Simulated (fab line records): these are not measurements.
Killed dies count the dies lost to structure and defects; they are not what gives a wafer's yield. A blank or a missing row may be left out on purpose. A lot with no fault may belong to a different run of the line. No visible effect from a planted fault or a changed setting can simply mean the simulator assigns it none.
Which tool did it? / flow n5_finfet / 24 wafers from 8 lots sampled at 4 of the route's 1938 steps

WHAT THE GAUGES SHOWED, per wafer
N5_PMOS_HMC_CHANNEL_EPI_INSPECT_30: inspects for defects (darkfield).
lot=L602; measured=day 1 20:18; on=defect_inspect-01; raw_defect_count=19 29 16
lot=L605; measured=day 2 14:02; on=defect_inspect-02; raw_defect_count=10 12 14
lot=L606; measured=day 2 20:56; on=defect_inspect-01; raw_defect_count=28 12 18
lot=L610; measured=day 3 21:50; on=defect_inspect-02; raw_defect_count=14 30 18
lot=L614; measured=day 4 21:46; on=defect_inspect-01; raw_defect_count=26 14 19
lot=L620; measured=day 6 08:31; on=defect_inspect-02; raw_defect_count=311 20 16
lot=L624; measured=day 7 08:36; on=defect_inspect-01; raw_defect_count=21 30 9
lot=L625; measured=day 7 14:17; on=defect_inspect-01; raw_defect_count=15 21 8

TOOL THAT RAN EACH LOT (tool first, then ch and the chambers of the sampled wafers, then the start)
lot=L602; N5_PMOS_HMC_CHANNEL_EPI_ETCH_32=rie_diel-04 ch 0,1,2, day 1 17:24; N5_PMOS_HMC_CHANNEL_EPI_STRIP_33=rie_diel-04 ch 0,1,2, day 1 17:30; N5_PMOS_HMC_CHANNEL_EPI_PRECLEAN_37=wet_bench-03 ch 5,6,7, day 1 19:46
lot=L605; N5_PMOS_HMC_CHANNEL_EPI_ETCH_32=rie_diel-05 ch 0,1, day 2 11:20; N5_PMOS_HMC_CHANNEL_EPI_STRIP_33=rie_diel-05 ch 0,1, day 2 11:26; N5_PMOS_HMC_CHANNEL_EPI_PRECLEAN_37=wet_bench-03 ch 3,4,7, day 2 13:35
lot=L606; N5_PMOS_HMC_CHANNEL_EPI_ETCH_32=rie_diel-05 ch 0,1,2, day 2 17:59; N5_PMOS_HMC_CHANNEL_EPI_STRIP_33=rie_diel-05 ch 0,1,2, day 2 18:05; N5_PMOS_HMC_CHANNEL_EPI_PRECLEAN_37=wet_bench-03 ch 2,3,4, day 2 20:30
lot=L610; N5_PMOS_HMC_CHANNEL_EPI_ETCH_32=rie_diel-02 ch 0,2,3, day 3 17:59; N5_PMOS_HMC_CHANNEL_EPI_STRIP_33=rie_diel-02 ch 0,2,3, day 3 18:05; N5_PMOS_HMC_CHANNEL_EPI_PRECLEAN_37=wet_bench-06 ch 3,4,5, day 3 21:17
lot=L614; N5_PMOS_HMC_CHANNEL_EPI_ETCH_32=rie_diel-02 ch 1,2, day 4 17:20; N5_PMOS_HMC_CHANNEL_EPI_STRIP_33=rie_diel-02 ch 1,2, day 4 17:26; N5_PMOS_HMC_CHANNEL_EPI_PRECLEAN_37=wet_bench-06 ch 0,4,7, day 4 21:19
lot=L620; N5_PMOS_HMC_CHANNEL_EPI_ETCH_32=rie_diel-05 ch 0,1, day 6 05:22; N5_PMOS_HMC_CHANNEL_EPI_STRIP_33=rie_diel-05 ch 0,1, day 6 05:27; N5_PMOS_HMC_CHANNEL_EPI_PRECLEAN_37=wet_bench-03 ch 0,1,2, day 6 08:04
lot=L624; N5_PMOS_HMC_CHANNEL_EPI_ETCH_32=rie_diel-05 ch 0,2,3, day 7 05:54; N5_PMOS_HMC_CHANNEL_EPI_STRIP_33=rie_diel-05 ch 0,2,3, day 7 06:00; N5_PMOS_HMC_CHANNEL_EPI_PRECLEAN_37=wet_bench-05 ch 1,6,7, day 7 08:10
lot=L625; N5_PMOS_HMC_CHANNEL_EPI_ETCH_32=rie_diel-05 ch 0,1,3, day 7 11:35; N5_PMOS_HMC_CHANNEL_EPI_STRIP_33=rie_diel-05 ch 0,1,3, day 7 11:41; N5_PMOS_HMC_CHANNEL_EPI_PRECLEAN_37=wet_bench-05 ch 0,2,7, day 7 13:50
- N5_PMOS_HMC_CHANNEL_EPI_ETCH_32: etches BARC in N2/H2, stops on SiO2, target depth 85.8 nm, time 50.3 s.
- N5_PMOS_HMC_CHANNEL_EPI_STRIP_33: strips in N2/H2.
- N5_PMOS_HMC_CHANNEL_EPI_PRECLEAN_37: cleans in O3/DIW, time 45 s.

THE ANSWER, worked out from the rows above alone
Rule: what is usual is taken from the lots themselves. Put in order of their means at a reading, lots are off if they are a third of the lots or fewer, leave a main group of 4 or more, and stand apart from it by a gap of 3 or more times the standard deviation of the main group's means; of several such gaps the widest counts. A main group whose means are all the same, to the digits that the tables above print for the reading, isn't used. Also off: a lot with no number at a reading for which 4 or more lots have one. The other lots that the step has rows for count as sound.
Off at N5_PMOS_HMC_CHANNEL_EPI_INSPECT_30 (raw_defect_count): L620. The main group has a mean of 18 with a standard deviation of 3.2.
If a tool, at a process step before that reading, ran all the lots that are off and no sound lot after the first of them, it fits. Gauges at N5_PMOS_HMC_CHANNEL_EPI_INSPECT_30: tried the same way as those tools. Can't be told from this: 2 tools fit, wet_bench-03 at N5_PMOS_HMC_CHANNEL_EPI_PRECLEAN_37, defect_inspect-02 at N5_PMOS_HMC_CHANNEL_EPI_INSPECT_30.

WHAT THE SIMULATOR HAD PUT IN
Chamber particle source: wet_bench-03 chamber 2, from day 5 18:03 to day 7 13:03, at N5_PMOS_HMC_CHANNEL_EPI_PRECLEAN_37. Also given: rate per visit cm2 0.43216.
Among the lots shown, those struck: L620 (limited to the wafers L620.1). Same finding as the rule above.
